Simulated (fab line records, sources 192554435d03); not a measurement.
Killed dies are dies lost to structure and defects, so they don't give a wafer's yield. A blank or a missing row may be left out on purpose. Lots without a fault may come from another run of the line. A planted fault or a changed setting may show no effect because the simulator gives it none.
fab line records | flow n5_finfet
record lots=7 wafers=21
route steps=1938 shown SD_EPI_N@267 HKMG_FIN@403 MOL_CONTACT_COAG@535 BEOL_M4@1111
start_h: hours from the record's first day to the start of the lot's first wafer shown | wait_h: hours since the lot's step before | " the same as in the row above | L1.1+2: a row that stands for several wafers | - no value, or no start given | * or withheld: withheld | < > ~ a bound
route shown NAME@n: a module of which the file shows steps, and the number in the route of the first | usual: mean/standard deviation of fault-free wafers | same: alike in all rows | chamber/n: place in a boat | sites: the reading at each site | _std_site: their standard deviation | _edge_site: outer sites' mean less inner sites' | radius_mm: how far each site lies from the wafer's centre | mask NAME#n: copy n | behind: the tool/chamber that last shaped the wafer | hold: why the lot was held/for how many hours/how that ended | device: the transistor (n, p or np) that didn't switch | end of line: the same wafers' tests at the end of the route | a step without rows: its recipe alone | killed: dies lost to structure and defects at the first sort, not the wafer's yield | map: a wafer's dies, x killed, . not, _ none there
set.NAME: the setting as run; set.NAME@STEP: as run at that earlier step | model.NAME: the simulator's own value behind a step, which no gauge read
lots whose settings were changed on purpose; a table a step, a row a wafer
## steps
# step N5_SD_EPI_N_EXPOSE_06
# recipe mask_id=SD_N_BLK na=1.35 source_shape=conventional sigma_outer=0.8 polarization=unpolarized target_cd_nm=120 dose_mj=39.75
# columns lot.wafer tool chamber start_h wait_h mask set.dose_mj
L076.1+5 arfi_scanner-03 0 60.86 - SD_N_BLK#0 37.13
L076.3 " 0 " " SD_N_BLK#0 39.75
L080.1+3+6 arfi_scanner-01 0 84.11 - SD_N_BLK#0 39.75
L081.3 arfi_scanner-01 0 91.78 - SD_N_BLK#0 39.75
L081.4+6 " 0 " " SD_N_BLK#0 38.8
L083.2+5 arfi_scanner-03 0 102.07 - SD_N_BLK#0 39.75
L083.4 " 0 " " SD_N_BLK#0 41.24
L095.1+3+4 arfi_scanner-03 0 187.91 - SD_N_BLK#0 39.75
L096.2+6 arfi_scanner-02 0 191.42 - SD_N_BLK#0 41.16
L096.4 " 0 " " SD_N_BLK#0 39.75
L097.1 arfi_scanner-01 0 195.57 - SD_N_BLK#0 39.75
L097.3+6 " 0 " " SD_N_BLK#0 42.1
# step N5_SD_EPI_N_PEB_07
# recipe peb_temp_c=110 peb_time_s=60 resist=CAR-ArF-block
# step N5_SD_EPI_N_DEVELOP_08
# recipe develop_time_s=30 developer=TMAH resist=CAR-ArF-block dev_temp_c=23 rinse_liquid=diw dry=air_spin
# step N5_SD_EPI_N_CD_MEAS_09
# recipe target_cd_nm=120 landing_energy_ev=500 detector=se_inlens
# usual cd_nm=119.5/0.68
# columns lot.wafer tool chamber start_h wait_h set.dose_mj@SD_EPI_N_EXPOSE_06 cd_nm
L076.1 cd_sem-01 0 60.99 - 37.13 115.0
L076.3 " 0 " " 39.75 119.2
L076.5 " 0 " " 37.13 115.1
L080.1 cd_sem-03 0 84.23 - 39.75 118.7
L080.3 " 0 " " 39.75 118.6
L080.6 " 0 " " 39.75 119.2
L081.3 cd_sem-03 0 91.89 - 39.75 119.5
L081.4 " 0 " " 38.8 118.1
L081.6 " 0 " " 38.8 117.6
L083.2 cd_sem-01 0 102.18 - 39.75 119.0
L083.4 " 0 " " 41.24 121.6
L083.5 " 0 " " 39.75 119.7
L095.1 cd_sem-02 0 188.03 - 39.75 118.9
L095.3 " 0 " " 39.75 119.6
L095.4 " 0 " " 39.75 119.6
L096.2 cd_sem-02 0 191.54 - 41.16 121.3
L096.4 " 0 " " 39.75 120.4
L096.6 " 0 " " 41.16 121.8
L097.1 cd_sem-01 0 195.69 - 39.75 119.1
L097.3 " 0 " " 42.1 122.4
L097.6 " 0 " " 42.1 122.9
# step N5_SD_EPI_N_DESCUM_14
# recipe chemistry=O2 time_s=7.9 source_power_w=50 bias_power_w=20 pressure_mtorr=20 rf_frequency_hz=2.712e+07 temp_c=40 resist=CAR-ArF-block o2_flow_sccm=225
# columns lot.wafer tool chamber start_h wait_h set.time_s set.dose_mj@SD_EPI_N_EXPOSE_06 model.CAR-ArF-block_of_SD_EPI_N_COAT_03.thk_nm model.SD_EPI_N.cd_nm
L076.1 rie_diel-06 0 61.41 0.4 7.9 37.13 143.8 114.8
L076.3 " 3 " " 7.9 39.75 144.2 119
L076.5 " 2 " " 7.9 37.13 143.8 115
L080.1 rie_diel-05 0 84.66 0.4 7.9 39.75 143.6 118.6
L080.3 " 2 " " 6.326 39.75 144.4 118
L080.6 " 0 " " 7.9 39.75 143.4 119
L081.3 rie_diel-04 2 91.98 0.0 7.9 39.75 143.4 119.4
L081.4 " 0 " " 6.689 38.8 144.4 118
L081.6 " 2 " " 7.9 38.8 143.8 117.2
L083.2 rie_diel-05 3 102.38 0.1 8.51 39.75 143 119.2
L083.4 " 3 " " 8.51 41.24 143.6 121.4
L083.5 " 0 " " 7.9 39.75 143.8 119.8
L095.1 rie_diel-06 3 188.14 0.1 7.9 39.75 143.6 119
L095.3 " 2 " " 7.9 39.75 143.6 119.8
L095.4 " 1 " " 7.9 39.75 143.4 119.4
L096.2 rie_diel-06 0 191.63 0.0 6.494 41.16 144.4 121.2
L096.4 " 1 " " 6.494 39.75 144.2 119.4
L096.6 " 3 " " 7.9 41.16 143 121.6
L097.1 rie_diel-05 3 195.80 0.1 7.9 39.75 143.8 119
L097.3 " 0 " " 7.9 42.1 144.2 122.4
L097.6 " 0 " " 7.9 42.1 143.6 122.6
# step N5_SD_EPI_N_ETCH_34
# recipe chemistry=CF4 target=SiARC target_depth_a=455 mask_material=CAR-ArF-block time_s=75.8 ion_energy_ev=80 pressure_mtorr=40 source_w=545 bias_w=36 Ar_flow_sccm=100 cf4_flow_sccm=100 ends=cleared
# columns lot.wafer tool chamber start_h wait_h set.dose_mj@SD_EPI_N_EXPOSE_06 set.time_s@SD_EPI_N_DESCUM_14 model.CAR-ArF-block_of_SD_EPI_N_COAT_03.thk_nm model.SD_EPI_N.cd_nm
L076.1 rie_diel-06 0 61.45 0.0 37.13 7.9 111 115.2
L076.3 " 3 " " 39.75 7.9 111.6 119
L076.5 " 2 " " 37.13 7.9 111.2 115.2
L080.1 rie_diel-05 0 84.69 0.0 39.75 7.9 111 118.4
L080.3 " 2 " " 39.75 6.326 111.8 118.2
L080.6 " 0 " " 39.75 7.9 111 119.2
L081.3 rie_diel-04 2 92.01 0.0 39.75 7.9 110.8 119.2
L081.4 " 0 " " 38.8 6.689 112 117.8
L081.6 " 2 " " 38.8 7.9 111.2 117
L083.2 rie_diel-05 3 102.41 0.0 39.75 8.51 110.4 119.2
L083.4 " 3 " " 41.24 8.51 111 121.4
L083.5 " 0 " " 39.75 7.9 111.4 119.6
L095.1 rie_diel-06 3 188.18 0.0 39.75 7.9 111 118.8
L095.3 " 2 " " 39.75 7.9 111 119.8
L095.4 " 1 " " 39.75 7.9 110.8 119.4
L096.2 rie_diel-06 0 191.66 0.0 41.16 6.494 112 121.2
L096.4 " 1 " " 39.75 6.494 111.6 119.2
L096.6 " 3 " " 41.16 7.9 110.4 121.4
L097.1 rie_diel-05 3 195.85 0.0 39.75 7.9 111.2 118.8
L097.3 " 0 " " 42.1 7.9 111.6 122.2
L097.6 " 0 " " 42.1 7.9 111.2 122.4
# step N5_SD_EPI_N_ETCH_35
# recipe chemistry=N2/H2 target=SOC overetch_a=1080 mask_material=SiARC temp_c=40 ion_energy_ev=100 source_w=3000 bias_w=133 pressure_mtorr=20 time_s=486 n2_flow_sccm=200 h2_flow_sccm=200
# columns lot.wafer tool chamber start_h wait_h set.dose_mj@SD_EPI_N_EXPOSE_06 model.SD_EPI_N.cd_nm
L076.1 rie_diel-06 0 61.50 0.0 37.13 114.2
L076.3 " 3 " " 39.75 120
L076.5 " 2 " " 37.13 116
L080.1 rie_diel-05 0 84.75 0.0 39.75 118.4
L080.3 " 2 " " 39.75 118.2
L080.6 " 0 " " 39.75 117.8
L081.3 rie_diel-04 2 92.07 0.0 39.75 119.4
L081.4 " 0 " " 38.8 119.4
L081.6 " 2 " " 38.8 117.8
L083.2 rie_diel-05 3 102.47 0.0 39.75 118.8
L083.4 " 3 " " 41.24 120.8
L083.5 " 0 " " 39.75 119.4
L095.1 rie_diel-06 3 188.24 0.0 39.75 120.4
L095.3 " 2 " " 39.75 118.8
L095.4 " 1 " " 39.75 118.6
L096.2 rie_diel-06 0 191.72 0.0 41.16 121.8
L096.4 " 1 " " 39.75 118.8
L096.6 " 3 " " 41.16 124.6
L097.1 rie_diel-05 3 195.94 0.1 39.75 118.6
L097.3 " 0 " " 42.1 122
L097.6 " 0 " " 42.1 122.8
# step N5_SD_EPI_N_STRIP_36
# recipe chemistry=N2/H2 temp_c=40 n2_flow_sccm=200 h2_flow_sccm=200 rf_frequency_hz=6e+07
# step N5_SD_EPI_N_ETCHBACK_44
# recipe chemistry=CH3F/O2 mode=anisotropic_etchback target=SiNx target_depth_a=145 stop_on=SiO2 over_etch_frac=0.3 ion_energy_ev=120 pressure_mtorr=30 source_w=395 bias_w=73 Ar_flow_sccm=150 CH3F_flow_sccm=30 O2_flow_sccm=20
# step N5_SD_EPI_N_ETCH_45
# recipe chemistry=CH3F/O2 target=SiOCN target_depth_a=60 mask_material=SOC ion_energy_ev=60 bias_w=29 pressure_mtorr=15 source_w=410 Ar_flow_sccm=150 CH3F_flow_sccm=30 O2_flow_sccm=20
# step N5_SD_EPI_N_ETCH_16
# recipe chemistry=CHF3/O2 target=SiO2 target_depth_a=50 mask_material=SOC pressure_mtorr=30 source_w=650 bias_w=170 Ar_flow_sccm=200 CHF3_flow_sccm=50 O2_flow_sccm=5 ion_energy_ev=200
# columns lot.wafer tool chamber start_h wait_h set.dose_mj@SD_EPI_N_EXPOSE_06 model.SD_EPI_N.cd_nm
L076.1 rie_diel-06 0 62.03 0.1 37.13 114.2
L076.3 " 3 " " 39.75 119.8
L076.5 " 2 " " 37.13 115.8
L080.1 rie_diel-05 0 85.27 0.1 39.75 118.8
L080.3 " 2 " " 39.75 118.4
L080.6 " 0 " " 39.75 118.2
L081.3 rie_diel-04 2 92.59 0.1 39.75 119.2
L081.4 " 0 " " 38.8 119.6
L081.6 " 2 " " 38.8 117.8
L083.2 rie_diel-05 3 102.99 0.1 39.75 118.8
L083.4 " 3 " " 41.24 121
L083.5 " 0 " " 39.75 119.4
L095.1 rie_diel-06 3 188.76 0.1 39.75 120.2
L095.3+4 " 2,1 " " 39.75 118.6
L096.2 rie_diel-06 0 192.24 0.1 41.16 121.6
L096.4 " 1 " " 39.75 118.8
L096.6 " 3 " " 41.16 124.4
L097.1 rie_diel-05 3 196.72 0.1 39.75 118.6
L097.3 " 0 " " 42.1 122.2
L097.6 " 0 " " 42.1 122.8
# step N5_SD_EPI_N_STRIP_47
# recipe chemistry=CHF3/O2 resist=SiARC rf_frequency_hz=6e+07
# step N5_SD_EPI_N_SD_RECESS_17
# recipe chemistry=HBr/Cl2/O2 target_depth_a=410 mask_material=SOC time_s=23.7 bt_time_s=3 pressure_mtorr=10 icp_w=800 bias_w=112 HBr_flow_sccm=150 Cl2_flow_sccm=80 O2_flow_sccm=12
# columns lot.wafer tool chamber start_h wait_h set.dose_mj@SD_EPI_N_EXPOSE_06 model.SD_EPI_N.cd_nm
L076.1 rie_si-04 1 62.10 0.0 37.13 114.2
L076.3 " 3 " " 39.75 119.8
L076.5 " 1 " " 37.13 116
L080.1 rie_si-01 0 85.34 0.0 39.75 118.6
L080.3 " 3 " " 39.75 118.4
L080.6 " 1 " " 39.75 118
L081.3 rie_si-04 3 92.66 0.0 39.75 119.2
L081.4 " 2 " " 38.8 119.8
L081.6 " 1 " " 38.8 117.8
L083.2 rie_si-05 3 103.06 0.0 39.75 118.6
L083.4 " 2 " " 41.24 120.8
L083.5 " 0 " " 39.75 119.4
L095.1 rie_si-01 0 188.83 0.0 39.75 120.2
L095.3+4 " 3,2 " " 39.75 118.6
L096.2 rie_si-01 1 192.31 0.0 41.16 121.8
L096.4 " 2 " " 39.75 118.8
L096.6 " 2 " " 41.16 124.4
L097.1 rie_si-04 1 196.82 0.0 39.75 118.6
L097.3 " 0 " " 42.1 122.2
L097.6 " 1 " " 42.1 122.8
# step N5_HKMG_FIN_ETCH_55
# recipe chemistry=N2/H2 target=SOC target_depth_a=2400 temp_c=40 time_s=300 ion_energy_ev=200 mask_material=SiARC pressure_mtorr=30 source_w=840 bias_w=150 n2_flow_sccm=200 h2_flow_sccm=200
# columns lot.wafer tool chamber start_h wait_h set.time_s model.etch.depth_nm model.HKMG_FIN.feature_depth_nm model.SiARC_of_HKMG_FIN_COAT_42.thk_nm
L076.1 rie_diel-06 3 84.48 0.0 300 241.7 241.8 21.2
L076.3 " 1 " " 300 235.4 235.4 21
L076.5 " 1 " " 300 237.4 237.4 21
L080.1 rie_diel-04 2 107.61 0.0 300 252.2 252.2 20.2
L080.3 " 3 " " 300 251.2 251.2 20.4
L080.6 " 2 " " 300 249.8 249.8 20.4
L081.3 rie_diel-06 1 115.34 0.0 271.3 209.2 209.2 22.4
L081.4 " 0 " " 271.3 220.4 220.4 22.6
L081.6 " 1 " " 300 233.9 234 21
L083.2 rie_diel-05 0 124.19 0.0 279.6 215.9 216 22.8
L083.4 " 0 " " 300 232.9 232.8 21.6
L083.5 " 1 " " 279.6 224.6 224.6 21.6
L095.1 rie_diel-05 2 213.13 0.0 300 246.4 246.4 21.2
L095.3 " 3 " " 300 238.7 238.8 21.4
L095.4 " 0 " " 300 235.1 235 21.8
L096.2 rie_diel-04 0 216.04 0.0 300 240.6 240.6 20.8
L096.4 " 3 " " 238.4 196.9 197 23.8
L096.6 " 2 " " 300 247.3 247.4 20.4
L097.1 rie_diel-05 3 222.31 0.0 300 240.1 240.2 21.2
L097.3 " 0 " " 300 234 234 21.6
L097.6 " 0 " " 300 234.1 234.2 21.8
# step N5_HKMG_FIN_CVD_62
# recipe material=a-Si target_thk_a=30 temp_c=500 precursor=Si2H6 pressure_torr=1 time_s=20.8
# columns lot.wafer tool chamber start_h wait_h set.temp_c model.a-Si_of_HKMG_FIN_CVD_62.thk_nm
L076.1+3+5 thermal_cvd_si-02 1,0,0 86.14 0.2 500 2.8
L080.1+3+6 thermal_cvd_si-01 0,1,0 109.25 0.2 500 2.8
L081.3+4 thermal_cvd_si-02 0,2 116.98 0.2 521.5 5.4
L081.6 " 0 " " 500 2.8
L083.2+5 thermal_cvd_si-02 2 125.83 0.2 500 2.8
L083.4 " 1 " " 500 3
L095.1 thermal_cvd_si-02 2 214.77 0.2 500 3.2
L095.3+4 " 0,1 " " 500 3
L096.2 thermal_cvd_si-01 2 217.68 0.2 511.3 4.2
L096.4+6 " 0,1 " " 500 3
L097.1 thermal_cvd_si-02 1 223.96 0.2 506.9 3.4
L097.3 " 2 " " 500 3
L097.6 " 0 " " 506.9 3.6
# step N5_HKMG_FIN_COAT_85
# recipe resist=SOC temp_c=250 time_s=60 spin_rpm=1500 resist_thk_nm=300
# columns lot.wafer tool chamber start_h wait_h set.spin_rpm model.SOC_of_HKMG_FIN_COAT_85.thk_nm
L076.1 litho_track-04 0 89.06 0.2 1500 301
L076.3 " 0 " " 1500 300.8
L076.5 " 0 " " 1500 300.6
L080.1 litho_track-04 0 112.15 0.2 1500 300.2
L080.3 " 0 " " 1360 315.2
L080.6 " 0 " " 1500 300.8
L081.3 litho_track-05 0 120.15 0.2 1403 310
L081.4 " 0 " " 1500 299.8
L081.6 " 0 " " 1403 310.2
L083.2 litho_track-03 0 128.77 0.2 1667 285.6
L083.4 " 0 " " 1500 299.8
L083.5 " 0 " " 1500 301
L095.1 litho_track-05 0 218.24 0.2 1500 300
L095.3 " 0 " " 1500 299.8
L095.4 " 0 " " 1500 299.6
L096.2 litho_track-04 0 220.88 0.2 1620 288
L096.4+6 " 0 " " 1620 287.4
L097.1 litho_track-05 0 226.83 0.2 1454 303.8
L097.3 " 0 " " 1454 304.4
L097.6 " 0 " " 1454 303.4
# step N5_MOL_CONTACT_COAG_CONTACT_ETCH_14
# recipe chemistry=C4F6/O2 target=SiO2 target_depth_a=275 overetch_a=85 mask_material=SOC pressure_mtorr=30 source_w=370 bias_w=185 Ar_flow_sccm=300 C4F6_flow_sccm=16 O2_flow_sccm=10 time_s=20 ion_energy_ev=259.6
# usual rf_vpp_V=694/3.7
# columns lot.wafer tool chamber start_h wait_h set.source_w rf_vpp_V
L076.1 rie_diel-05 0 100.23 0.0 370 689
L076.3 " 1 " " 370 695
L076.5 " 0 " " 370 688
L080.1 rie_diel-04 0 123.27 0.0 396.9 685
L080.3 " 2 " " 370 693
L080.6 " 2 " " 370 693
L081.3 rie_diel-05 2 131.15 0.0 393.2 680
L081.4 " 0 " " 370 689
L081.6 " 0 " " 393.2 678
L083.2 rie_diel-05 0 139.70 0.0 370 688
L083.4 " 3 " " 350.5 706
L083.5 " 0 " " 370 688
L095.1 rie_diel-06 3 230.86 0.0 370 697
L095.3 " 1 " " 370 689
L095.4 " 0 " " 370 697
L096.2 rie_diel-05 2 233.83 0.0 370 699
L096.4 " 1 " " 303.9 740
L096.6 " 0 " " 370 688
L097.1 rie_diel-06 0 239.09 0.0 370 698
L097.3 " 2 " " 370 692
L097.6 " 2 " " 370 691
# step N5_MOL_CONTACT_COAG_COAT_76
# recipe resist=SiARC temp_c=220 time_s=60 spin_rpm=1500 resist_thk_nm=10
# columns lot.wafer tool chamber start_h wait_h set.spin_rpm model.SiARC_of_MOL_CONTACT_COAG_COAT_76.thk_nm
L076.1 litho_track-04 0 - - 1500 10
L076.3+5 " 0 " " 1588 9.8
L080.1+3+6 litho_track-05 0 - - 1500 10
L081.3+4 litho_track-01 0 - - 1500 10
L081.6 " 0 " " 1391 10.4
L083.2+4+5 litho_track-04 0 - - 1500 10
L095.1+3+4 litho_track-01 0 - - 1500 10
L096.2+4 litho_track-05 0 - - 1372 10.4
L096.6 " 0 " " 1500 10
L097.1+6 litho_track-04 0 - - 1500 10
L097.3 " 0 " " 1559 9.8
# step N5_BEOL_M4_RC_MEAS_101
# usual ION_N=680/13 ION_P=466/7.7 VT_N=249/3.6 VT_P=-248/3.4
# columns lot.wafer tool chamber start_h wait_h set.temp_c@HKMG_FIN_CVD_62 ION_N[uA/um] ION_P[uA/um] VT_N[mV] VT_P[mV]
L076.1 prober-01 0 181.95 0.0 500 702 470 243 -248
L076.3 " 0 " " 500 686 464 249 -251
L076.5 " 0 " " 500 686 463 247 -251
L080.1 prober-02 0 209.74 0.0 500 677 471 248 -249
L080.3 " 0 " " 500 676 468 254 -252
L080.6 " 0 " " 500 646 460 262 -252
L081.3 prober-01 0 210.82 0.3 521.5 246 576 461 -166
L081.4 " 0 " " 521.5 245 574 453 -165
L081.6 " 0 " " 500 692 469 247 -250
L083.2 prober-02 0 228.18 0.2 500 680 474 248 -242
L083.4 " 0 " " 500 659 472 255 -246
L083.5 " 0 " " 500 670 473 250 -246
L096.2 prober-01 0 332.52 0.2 511.3 510 519 328 -213
L096.4 " 0 " " 500 675 468 249 -247
L096.6 " 0 " " 500 669 460 251 -252
L095.1 prober-02 0 333.14 0.0 500 680 462 250 -252
L095.3 " 0 " " 500 667 457 248 -249
L095.4 " 0 " " 500 704 473 242 -248
L097.1 prober-02 0 335.89 0.0 506.9 673 460 249 -251
L097.3 " 0 " " 500 676 463 248 -245
L097.6 " 0 " " 506.9 683 457 249 -250
## key
split step=N5_SD_EPI_N_EXPOSE_06 setting=dose_mj stated=39.75 by=wafer
response step=N5_SD_EPI_N_CD_MEAS_09 reading=cd_nm change=+0.578 per=1% r=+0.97
response step=N5_SD_EPI_N_DESCUM_14 reading=model.SD_EPI_N.cd_nm change=+0.598 per=1% r=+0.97
response step=N5_SD_EPI_N_ETCH_34 reading=model.SD_EPI_N.cd_nm change=+0.587 per=1% r=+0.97
response step=N5_SD_EPI_N_ETCH_35 reading=model.SD_EPI_N.cd_nm change=+0.71 per=1% r=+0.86
response step=N5_SD_EPI_N_ETCH_16 reading=model.SD_EPI_N.cd_nm change=+0.704 per=1% r=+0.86
response step=N5_SD_EPI_N_SD_RECESS_17 reading=model.SD_EPI_N.cd_nm change=+0.695 per=1% r=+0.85
split step=N5_SD_EPI_N_DESCUM_14 setting=time_s stated=7.9 by=wafer
response step=N5_SD_EPI_N_DESCUM_14 reading=model.CAR-ArF-block_of_SD_EPI_N_COAT_03.thk_nm change=-0.0567 per=1% r=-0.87
response step=N5_SD_EPI_N_ETCH_34 reading=model.CAR-ArF-block_of_SD_EPI_N_COAT_03.thk_nm change=-0.0611 per=1% r=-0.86
split step=N5_HKMG_FIN_ETCH_55 setting=time_s stated=300 by=wafer
response step=N5_HKMG_FIN_ETCH_55 reading=model.etch.depth_nm change=+2.21 per=1% r=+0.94
response step=N5_HKMG_FIN_ETCH_55 reading=model.HKMG_FIN.feature_depth_nm change=+2.21 per=1% r=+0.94
response step=N5_HKMG_FIN_ETCH_55 reading=model.SiARC_of_HKMG_FIN_COAT_42.thk_nm change=-0.15 per=1% r=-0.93
split step=N5_HKMG_FIN_CVD_62 setting=temp_c stated=500 by=wafer
response step=N5_HKMG_FIN_CVD_62 reading=model.a-Si_of_HKMG_FIN_CVD_62.thk_nm change=+0.572 per=1% r=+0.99
response step=N5_BEOL_M4_RC_MEAS_101 reading=ION_N slope=-89.5 per=1% together_with=none explained=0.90
response step=N5_BEOL_M4_RC_MEAS_101 reading=ION_P slope=+22.4 per=1% together_with=none explained=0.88
response step=N5_BEOL_M4_RC_MEAS_101 reading=VT_N slope=+42.4 per=1% together_with=none explained=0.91
response step=N5_BEOL_M4_RC_MEAS_101 reading=VT_P slope=+17.2 per=1% together_with=none explained=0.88
split step=N5_HKMG_FIN_COAT_85 setting=spin_rpm stated=1500 by=wafer
response step=N5_HKMG_FIN_COAT_85 reading=model.SOC_of_HKMG_FIN_COAT_85.thk_nm change=-1.46 per=1% r=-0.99
split step=N5_MOL_CONTACT_COAG_CONTACT_ETCH_14 setting=source_w stated=370 by=wafer
response step=N5_MOL_CONTACT_COAG_CONTACT_ETCH_14 reading=rf_vpp_V change=-2.39 per=1% r=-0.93
split step=N5_MOL_CONTACT_COAG_COAT_76 setting=spin_rpm stated=1500 by=wafer
response step=N5_MOL_CONTACT_COAG_COAT_76 reading=model.SiARC_of_MOL_CONTACT_COAG_COAT_76.thk_nm change=-0.0472 per=1% r=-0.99
